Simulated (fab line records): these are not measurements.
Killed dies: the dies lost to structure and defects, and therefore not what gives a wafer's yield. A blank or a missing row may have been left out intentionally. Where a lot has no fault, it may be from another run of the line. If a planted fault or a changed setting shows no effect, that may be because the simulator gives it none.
fab line records	flow n5_finfet
[record] lots = 11	wafers = 29	last_day = 18
route steps=1938 shown BEOL_M0_SAQP@649 BEOL_M4@1111 PASSIVATION@1936
lots untouched by any fault: they come from a run of this same line in which no faults occurred
start_h: hours from the record's opening day to when the first of the lot's shown wafers began	wait_h: hours since the lot's step before	" identical to the entry in the row above	L1.1+2: one row covering several wafers at once	- value missing, or start not given	* or withheld: withheld	< > ~ a bound
route shown NAME@n: names a module that has steps shown in the file, with the first one's number in the route	usual: mean/standard deviation taken from wafers without a fault	same: alike in all rows	chamber/n: place in a boat	sites: each site's reading	_std_site: standard deviation of those values	_edge_site: inner sites' mean taken away from outer sites' mean	radius_mm: for every site, how far away it sits from the centre of the wafer	mask NAME#n: copy n	behind: the tool/chamber that last shaped the wafer	hold: why the lot went on hold/how many hours it stayed there/how the hold came to an end	device: whichever transistor did not switch (one of n, p or np)	end of line: the tests these same wafers got at the end of their route	step lacking rows: just its recipe	killed: dies that structure and defects cost at the first sort, which is not the same as the wafer's yield	map: per-die view of a wafer (x killed, . not killed, _ where there is no die)
set.NAME: the run value of the setting; set.NAME@STEP: its run value at that earlier step	model.NAME: the simulator's own value behind a step, which no gauge read
route steps across a sampled set of lots; one table per step, one row per wafer
services: when a tool's chamber went out of use (start_h, in hours from the record's first day, below 0 if earlier), for how many hours, and the reason
[[steps]]
[step N5_BEOL_M0_SAQP_CD_MEAS_14]
[recipe] target_cd_nm = 42.5	landing_energy_ev = 500	detector = se_inlens
[usual] cd_nm = 42.4/0.41
lot.wafer	tool	chamber	start_h	wait_h	cd_nm
L877.1	cd_sem-02	0	106.24	-	42.3
L877.4	"	0	"	"	41.7
L877.5	"	0	"	"	42.4
L878.3	cd_sem-03	0	115.88	-	42.3
L878.4	"	0	"	"	42.7
L878.6	"	0	"	"	41.7
L879.2	cd_sem-01	0	120.53	-	42.9
L879.3	"	0	"	"	42.5
L879.5	"	0	"	"	43.0
L881.1	cd_sem-02	0	131.55	-	42.5
L881.2	"	0	"	"	43.1
L881.6	"	0	"	"	42.4
L884.2	cd_sem-01	0	151.49	-	42.8
L884.5	"	0	"	"	42.6
L884.6	"	0	"	"	42.4
L886.4	cd_sem-03	0	166.97	-	42.2
L886.5	"	0	"	"	42.9
L887.2	cd_sem-02	0	169.72	-	42.5
L887.3	"	0	"	"	42.6
L887.4	"	0	"	"	42.0
L888.4	cd_sem-01	0	174.77	-	42.9
L888.6	"	0	"	"	42.2
L894.2	cd_sem-03	0	219.92	-	43.0
L894.4	"	0	"	"	42.4
L898.1	cd_sem-03	0	234.37	-	42.8
L898.3	"	0	"	"	43.2
L898.5	"	0	"	"	42.8
L900.2	cd_sem-02	0	247.96	-	42.2
L900.4	"	0	"	"	42.0
[step N5_BEOL_M0_SAQP_INSPECT_16]
[recipe] mode = adi	inspect_instrument = brightfield
[usual] raw_defect_count = 521/140
lot.wafer	tool	chamber	start_h	wait_h	raw_defect_count
L877.1	defect_inspect-02	-	106.29	0.0	353
L877.4	"	-	"	"	580
L877.5	"	-	"	"	495
L878.3	defect_inspect-02	-	115.94	0.0	551
L878.4	"	-	"	"	1002
L878.6	"	-	"	"	474
L879.2	defect_inspect-02	-	120.58	0.0	788
L879.3	"	-	"	"	586
L879.5	"	-	"	"	603
L881.1	defect_inspect-01	-	131.60	0.0	470
L881.2	"	-	"	"	405
L881.6	"	-	"	"	394
L884.2	defect_inspect-02	-	151.54	0.0	681
L884.5	"	-	"	"	693
L884.6	"	-	"	"	420
L886.4	defect_inspect-02	-	167.02	0.0	448
L886.5	"	-	"	"	406
L887.2	defect_inspect-01	-	169.77	0.0	530
L887.3	"	-	"	"	649
L887.4	"	-	"	"	324
L888.4	defect_inspect-02	-	174.82	0.0	771
L888.6	"	-	"	"	777
L894.2	defect_inspect-02	-	219.98	0.0	525
L894.4	"	-	"	"	518
L898.1	defect_inspect-01	-	234.43	0.0	570
L898.3	"	-	"	"	548
L898.5	"	-	"	"	610
L900.2	defect_inspect-01	-	248.01	0.0	414
L900.4	"	-	"	"	273
[step N5_BEOL_M0_SAQP_ETCH_101]
[recipe] chemistry = CH3F/O2	target = SiNx	mask_material = SiO2	target_depth_a = 299	time_s = 42.7	pressure_mtorr = 30	source_w = 395	bias_w = 73	Ar_flow_sccm = 150	CH3F_flow_sccm = 30	O2_flow_sccm = 20	ion_energy_ev = 120
[usual] drypump_motor_current_A = 5.7/0.3	oes_product_au = 0.79/0.058	rf_vpp_V = 301/8	showerhead_plenum_p_Torr = 2.02/0.074	throttle_valve_pct = 16.43/0.21
lot.wafer	tool	chamber	start_h	wait_h	drypump_motor_current_A	oes_product_au	rf_hours_counter_h	rf_vpp_V	showerhead_plenum_p_Torr	throttle_valve_pct
L877.1	rie_diel-03	3	108.26	0.2	5.9	0.71	192	290	2.00	16.57
L877.4	"	0	"	"	5.7	0.91	22	310	2.12	16.47
L877.5	"	2	"	"	5.6	0.78	-	308	2.11	16.75
L878.3	rie_diel-01	1	117.70	0.0	5.9	0.74	176	302	1.92	16.55
L878.4	"	3	"	"	5.7	0.77	122	291	1.93	16.49
L878.6	"	2	"	"	6.3	0.76	-	298	2.10	16.43
L879.2	rie_diel-01	1	122.22	0.0	5.9	0.75	177	302	1.92	16.55
L879.3	"	3	"	"	5.7	0.77	123	291	1.93	16.48
L879.5	"	0	"	"	5.8	0.87	-	312	2.05	16.05
L881.1	rie_diel-03	3	133.44	0.0	5.9	0.71	201	291	2.00	16.59
L881.2	"	0	"	"	5.7	0.91	30	311	2.12	16.46
L881.6	"	0	"	"	5.7	0.91	-	310	2.12	16.48
L884.2	rie_diel-03	3	153.18	0.0	5.9	0.71	207	292	2.00	16.61
L884.5	"	1	"	"	5.3	0.81	-	300	2.04	16.30
L884.6	"	0	"	"	5.7	0.89	-	312	2.12	16.50
L886.4	rie_diel-03	0	168.93	0.2	5.7	0.87	41	310	2.12	16.49
L886.5	"	2	"	"	5.6	0.78	-	309	2.11	16.80
L887.2	rie_diel-04	1	171.47	0.0	5.7	0.89	58	301	1.95	16.14
L887.3	"	0	"	"	5.7	0.80	103	284	2.00	16.30
L887.4	"	3	"	"	5.0	0.79	119	310	2.00	15.99
L888.4	rie_diel-01	2	176.45	0.0	6.3	0.75	175	298	2.09	16.46
L888.6	"	0	"	"	5.8	0.84	-	312	2.04	16.10
L894.2	rie_diel-01	1	221.70	0.0	5.9	0.73	204	300	1.91	16.60
L894.4	"	3	"	"	5.7	0.99	152	292	1.92	16.57
L898.1	rie_diel-01	1	236.15	0.0	5.9	0.73	208	303	1.91	16.61
L898.3	"	3	"	"	5.7	0.75	155	292	1.92	16.55
L898.5	"	2	"	"	6.3	0.97	-	298	2.09	16.55
L900.2	rie_diel-01	0	249.66	0.0	5.7	0.82	71	312	2.04	16.14
L900.4	"	3	"	"	5.7	0.97	159	291	1.91	16.58
[step N5_BEOL_M0_SAQP_RECESS_109]
[recipe] chemistry = HF/NH3	target = SiO2	target_depth_a = 30	afs_cycles = 1	temp_c = 30	sublimation_temp_c = 180	sublimation_time_s = 60
[usual] drypump_motor_current_A = 5.8/0.74
[same] afs_cycles = 1
lot.wafer	tool	chamber	start_h	wait_h	drypump_motor_current_A
L877.1	vapor_etch-01	0	109.09	0.0	6.3
L877.4	"	1	"	"	4.9
L877.5	"	0	"	"	6.3
L878.3	vapor_etch-01	1	118.68	0.2	4.9
L878.4	"	0	"	"	6.3
L878.6	"	1	"	"	4.9
L879.2	vapor_etch-01	1	123.05	0.0	4.9
L879.3	"	1	"	"	4.9
L879.5	"	0	"	"	6.3
L881.1	vapor_etch-01	1	134.27	0.0	4.9
L881.2	"	0	"	"	6.3
L881.6	"	1	"	"	4.9
L884.2	vapor_etch-01	0	154.02	0.0	6.3
L884.5	"	0	"	"	6.3
L884.6	"	1	"	"	4.9
L886.4	vapor_etch-02	0	169.97	0.1	5.3
L886.5	"	1	"	"	6.8
L887.2	vapor_etch-02	0	172.39	0.0	5.3
L887.3	"	1	"	"	6.7
L887.4	"	0	"	"	5.3
L888.4	vapor_etch-01	0	177.32	0.1	6.3
L888.6	"	0	"	"	6.3
L894.2	vapor_etch-02	0	222.53	0.0	5.3
L894.4	"	1	"	"	6.8
L898.1	vapor_etch-02	1	237.47	0.0	6.8
L898.3	"	1	"	"	6.8
L898.5	"	0	"	"	5.3
L900.2	vapor_etch-01	1	250.49	0.0	4.9
L900.4	"	1	"	"	4.9
[step N5_BEOL_M4_RC_MEAS_101]
[usual] DIBL_N = 37.1/2.4	DIBL_P = 37/3	IOFF_N = 0.18/0.053	IOFF_P = 0.21/0.05	ION_N = 674/14	ION_P = 459/9.2	SS_N = 72.1/0.9	SS_P = 73.4/0.89	VT_N = 250/3.8	VT_P = -251/3.7
lot.wafer	tool	chamber	start_h	wait_h	DIBL_N[mV/V]	DIBL_P[mV/V]	IOFF_N[nA/um]	IOFF_P[nA/um]	ION_N[uA/um]	ION_P[uA/um]	SS_N[mV/dec]	SS_P[mV/dec]	VT_N[mV]	VT_P[mV]
L877.1	prober-02	0	179.75	0.0	39.7	42	0.23	0.30	684	470	72.4	74.6	245	-248
L877.4	"	0	"	"	38.3	39	0.19	0.22	667	455	71.9	73.9	249	-253
L877.5	"	0	"	"	39.1	41	0.21	0.27	673	467	72.2	74.2	245	-248
L878.3	prober-01	0	182.98	0.3	39.5	40	0.21	0.29	680	466	72.7	74.0	248	-246
L878.4	"	0	"	"	36.7	37	0.15	0.22	671	461	71.6	73.3	251	-251
L878.6	"	0	"	"	34.4	33	0.13	0.17	654	450	71.9	71.9	255	-253
L879.2	prober-02	0	200.38	0.2	35.7	35	0.16	0.22	671	464	71.8	72.9	249	-249
L879.3	"	0	"	"	37.7	36	0.19	0.22	677	461	72.6	73.0	251	-249
L879.5	"	0	"	"	34.8	34	0.14	0.18	656	455	71.9	72.3	253	-249
L881.1	prober-01	0	200.63	0.2	35.0	34	0.13	0.16	664	455	71.5	73.0	253	-251
L881.2	"	0	"	"	34.1	32	0.12	0.14	652	445	71.4	72.2	256	-257
L881.6	"	0	"	"	36.0	35	0.14	0.17	664	453	71.1	72.8	255	-255
L884.2	prober-02	0	213.79	0.2	36.1	34	0.14	0.20	674	464	72.4	72.6	252	-250
L884.5	"	0	"	"	33.4	31	0.11	0.16	656	453	71.2	71.6	256	-252
L884.6	"	0	"	"	36.5	36	0.15	0.22	677	474	72.2	73.4	253	-250
L886.4	prober-01	0	230.08	0.5	39.7	37	0.20	0.19	670	449	73.0	74.5	251	-256
L886.5	"	0	"	"	34.1	32	0.10	0.13	651	446	71.8	72.7	259	-258
L888.4	prober-01	0	234.68	0.5	35.6	36	0.17	0.20	678	462	72.4	73.2	250	-251
L888.6	"	0	"	"	37.2	38	0.22	0.23	698	465	71.5	74.4	244	-250
L887.2	prober-02	0	234.89	0.2	37.4	35	0.20	0.18	679	453	72.4	73.6	248	-253
L887.3	"	0	"	"	37.3	39	0.17	0.22	670	455	71.4	74.0	251	-252
L887.4	"	0	"	"	38.5	39	0.20	0.22	672	449	73.4	74.6	250	-251
L894.2	prober-02	0	282.61	0.2	32.8	32	0.11	0.16	661	456	70.1	71.6	256	-254
L894.4	"	0	"	"	36.2	36	0.17	0.23	673	466	71.6	73.3	248	-248
L898.1	prober-02	0	309.30	0.0	32.5	33	0.12	0.14	665	453	71.2	72.1	252	-255
L898.3	"	0	"	"	36.1	37	0.17	0.18	690	459	71.7	72.8	249	-255
L898.5	"	0	"	"	37.3	39	0.21	0.22	697	464	72.5	74.6	244	-252
L900.2	prober-01	0	312.60	0.2	37.6	38	0.16	0.19	662	448	71.7	73.5	254	-253
L900.4	"	0	"	"	37.8	39	0.19	0.22	681	460	71.8	73.7	249	-252
[step N5_PASSIVATION_PROBE_49]
[usual] defect_limited_yield = 91.6/1.4	killed_at_M0_to_M3 = 32/9.5	killed_at_M4_up = 13/6	killed_at_contacts = 12/5.6	killed_at_front_end = 39/11	killed_at_other = 2.8/2.3	killed_dies = 99/16	killed_open = 65/12	killed_short = 32/7.6	sort_bin_5_function = 4.8/0.88	sort_bin_6_memory = 3.2/0.65	sort_n_pass = 1077/29	sort_yield_pct = 91.2/2.5
[same] gross_dies = 1180	killed_at_back_side = 0	sort_bin_4_leakage[%] = 0	sort_bin_8_speed[%] = 0
lot.wafer	tool	chamber	start_h	wait_h	defect_limited_yield[%]	killed_at_M0_to_M3	killed_at_M4_up	killed_at_contacts	killed_at_front_end	killed_at_other	killed_dies	killed_open	killed_short	sort_bin_5_function[%]	sort_bin_6_memory[%]	sort_n_pass	sort_yield_pct[%]
L879.2	prober-02	-	318.21	0.1	92.1	34	11	7	40	1	93	59	34	4.3	3.5	1087	92.1
L879.3	prober-02	-	318.26	0.1	93.1	23	22	4	31	2	82	63	19	4.3	2.4	1098	93.1
L879.5	prober-02	-	318.36	0.2	92.7	15	17	20	33	1	86	51	35	4.2	2.7	1094	92.7
L894.2	prober-02	-	397.35	0.7	92.5	37	7	17	25	2	88	59	29	4.4	2.8	1092	92.5
L894.4	prober-02	-	397.45	0.8	90.1	33	20	5	59	0	117	65	42	5.2	3.1	1063	90.1
L898.1	prober-02	-	411.86	0.0	92.5	38	17	11	23	0	89	68	20	4.7	2.7	1091	92.5
L898.3	prober-02	-	411.96	0.1	93.0	32	10	14	27	0	83	64	19	4.0	2.8	1097	93.0
L898.5	prober-02	-	412.06	0.2	91.1	34	16	11	43	1	105	71	33	5.3	3.5	1075	91.1
L900.2	prober-02	-	422.98	0.1	89.6	29	20	12	55	7	123	75	41	5.9	4.0	1057	89.6
L900.4	prober-02	-	423.08	0.2	91.6	33	9	7	49	1	99	56	37	4.6	2.8	1081	91.6
// killed by level:class
L879.2 BEOL_M2:geometric_particle:open=12 FIN_SAQP:geometric_particle:short=8 STI_FIN_REVEAL:geometric_particle:open=7 BEOL_M0_SAQP:geometric_particle:open=7 GATE_CUT:geometric_particle:short=6 BEOL_M4:geometric_particle:open=6 STARTING-WAFER:geometric_particle:open=6 MOL_CONTACT_COAG:geometric_particle:open=5
L879.3 BEOL_M4:geometric_particle:open=17 STI_FIN_REVEAL:geometric_particle:open=9 BEOL_M0:geometric_particle:open=6 DUMMY_GATE:geometric_particle:open=5 BEOL_M3:geometric_particle:open=5 GATE_CUT:geometric_particle:short=4 MOL_CONTACT_COAG:geometric_particle:open=4 BEOL_M0_SAQP:geometric_particle:open=4
L879.5 MOL_CONTACT_COAG:geometric_particle:open=15 FIN_SAQP:geometric_particle:short=9 FIN_SAQP:geometric_particle:open=7 STI_FIN_REVEAL:geometric_particle:open=6 BEOL_M4:geometric_particle:open=6 BEOL_M4:geometric_particle:short=6 GATE_CUT:geometric_particle:short=5 MOL_CONTACT_COAG:geometric_particle:short=5
L894.2 MOL_CONTACT_COAG:geometric_particle:open=13 BEOL_M0_SAQP:geometric_particle:open=10 BEOL_M0_SAQP:geometric_particle:short=9 STI_FIN_REVEAL:geometric_particle:open=8 BEOL_M2:geometric_particle:open=7 MOL_CONTACT_COAG:geometric_particle:short=4 BEOL_M1:geometric_particle:open=4 GATE_CUT:geometric_particle:open=3
L894.4 FIN_SAQP:geometric_particle:open=16 FIN_SAQP:geometric_particle:short=11 BEOL_M0_SAQP:geometric_particle:short=9 HKMG_FIN:area_etch=9 BEOL_M0_SAQP:geometric_particle:open=8 STI_FIN_REVEAL:geometric_particle:open=6 BEOL_M1:geometric_particle:open=5 BEOL_M2:geometric_particle:open=5
L898.1 MOL_CONTACT_COAG:geometric_particle:open=11 BEOL_M4:geometric_particle:open=10 BEOL_M0_SAQP:geometric_particle:open=9 BEOL_M0:geometric_particle:open=8 BEOL_M0_SAQP:geometric_particle:short=7 BEOL_M2:geometric_particle:open=7 DUMMY_GATE:geometric_particle:open=5 STI_FIN_REVEAL:geometric_particle:open=4
L898.3 MOL_CONTACT_COAG:geometric_particle:open=13 FIN_SAQP:geometric_particle:open=9 BEOL_M0_SAQP:geometric_particle:open=9 BEOL_M4:geometric_particle:open=5 STI_FIN_REVEAL:geometric_particle:open=4 BEOL_M0:geometric_particle:open=4 BEOL_M1:geometric_particle:short=4 BEOL_M3:geometric_particle:open=4
L898.5 STI_FIN_REVEAL:geometric_particle:open=17 BEOL_M3:geometric_particle:open=12 BEOL_M4:geometric_particle:open=8 BEOL_M0_SAQP:geometric_particle:short=7 MOL_CONTACT_COAG:geometric_particle:open=6 FIN_SAQP:geometric_particle:short=5 STI_FIN_REVEAL:geometric_particle:short=5 MOL_CONTACT_COAG:geometric_particle:short=5
L900.2 FIN_SAQP:geometric_particle:open=11 BEOL_M4:geometric_particle:open=9 MOL_CONTACT_COAG:geometric_particle:open=9 STI_FIN_REVEAL:geometric_particle:open=8 BEOL_M0_SAQP:geometric_particle:open=7 BEOL_M0_SAQP:geometric_particle:short=6 STARTING-WAFER:geometric_particle:short=5 HKMG_FIN:area_etch=5
L900.4 FIN_SAQP:geometric_particle:short=10 BEOL_M0_SAQP:geometric_particle:short=10 FIN_SAQP:geometric_particle:open=6 BEOL_M2:geometric_particle:open=6 DUMMY_GATE:geometric_particle:open=6 HKMG_FIN:area_etch=6 BEOL_M1:geometric_particle:open=5 STI_FIN_REVEAL:geometric_particle:open=4
[[services]]
tool	chamber	start_h	hours	kind
rie_diel-04	-	146.76	2.8	pm
rie_diel-04	2	163.49	3.9	repair
rie_diel-01	-	207.15	2.3	repair
rie_diel-01	-	229.78	2.5	repair
[[key]]
[first_sign] step = N5_BEOL_M0_SAQP_ETCH_101	reading = oes_product_au	direction = up	sigmas = 3.3	usual = 0.79	struck = 0.98
effect none on later readings
met_at N5_BEOL_M0_SAQP_ETCH_101
struck_lots L894,L898,L900
struck_wafers L894.4,L898.5,L900.4
not_acting_at N5_BEOL_M0_SAQP_CD_MEAS_14,N5_BEOL_M0_SAQP_INSPECT_16,N5_BEOL_M0_SAQP_RECESS_109
onset_between 176.45 221.70
[fault] kind = process_parameter_drift	tool = rie_diel-01	chamber = -	onset_h = 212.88	steps = N5_BEOL_M0_SAQP_ETCH_101	channel = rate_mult	offset = 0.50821	shape = step	end_h = 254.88	scope = struck_wafers_only
